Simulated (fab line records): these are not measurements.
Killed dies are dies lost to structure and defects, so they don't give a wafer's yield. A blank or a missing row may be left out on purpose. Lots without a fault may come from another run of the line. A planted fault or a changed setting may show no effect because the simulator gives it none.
Matching of chambers	flow n5_finfet	3 sister chambers for N5_GATE_CUT_PECVD_57 on pecvd-04
The step deposits SiNx from SiH4/NH3/N2, target thk 21 nm. 6 wafers are shown with their chamber, then 8 later ones without.

## EACH WAFER AND ITS CHAMBER
wafer	chamber	showerhead_plenum_p_Torr (Torr)	throttle_valve_pct (%)
L079.4	1	5.17	41.4
L082.1	2	4.99	37.8
L082.4	1	5.16	41.4
L085.4	0	5.15	40.2
L085.6	2	4.99	37.7
L086.2	0	5.15	40.2

## WAFERS WITH NO CHAMBER GIVEN
wafer	showerhead_plenum_p_Torr (Torr)	throttle_valve_pct (%)
L086.4	5.00	37.9
L086.5	5.15	40.1
L092.2	5.00	37.8
L092.3	5.13	39.9
L092.5	5.16	41.6
L093.2	5.14	40.1
L093.4	5.14	39.9
L093.6	5.00	37.8

## EACH ONE'S CHAMBER
wafer	from the rows above	in truth
L086.4	2	2
L086.5	0	0
L092.2	2	2
L092.3	0	0
L092.5	1	1
L093.2	0	0
L093.4	0	0
L093.6	2	2
8 of 8 placed correctly. From these rows, 0 cannot be placed. 0 placed wrongly.
How it was worked out, from the rows above alone: a wafer's distance from a chamber is the root of the sum, over the readings, of the square of ((its reading less the chamber's mean) divided by the reading's scatter). The wafer belongs to the nearest chamber; if the next one is less than 2 further off, it can't be placed. The mean given for a chamber averages the wafers shown for that chamber. How the scatter is found: for the shown wafers, subtract from each reading the mean of its chamber, square and add these, divide the total by (wafers less chambers), then take the root.
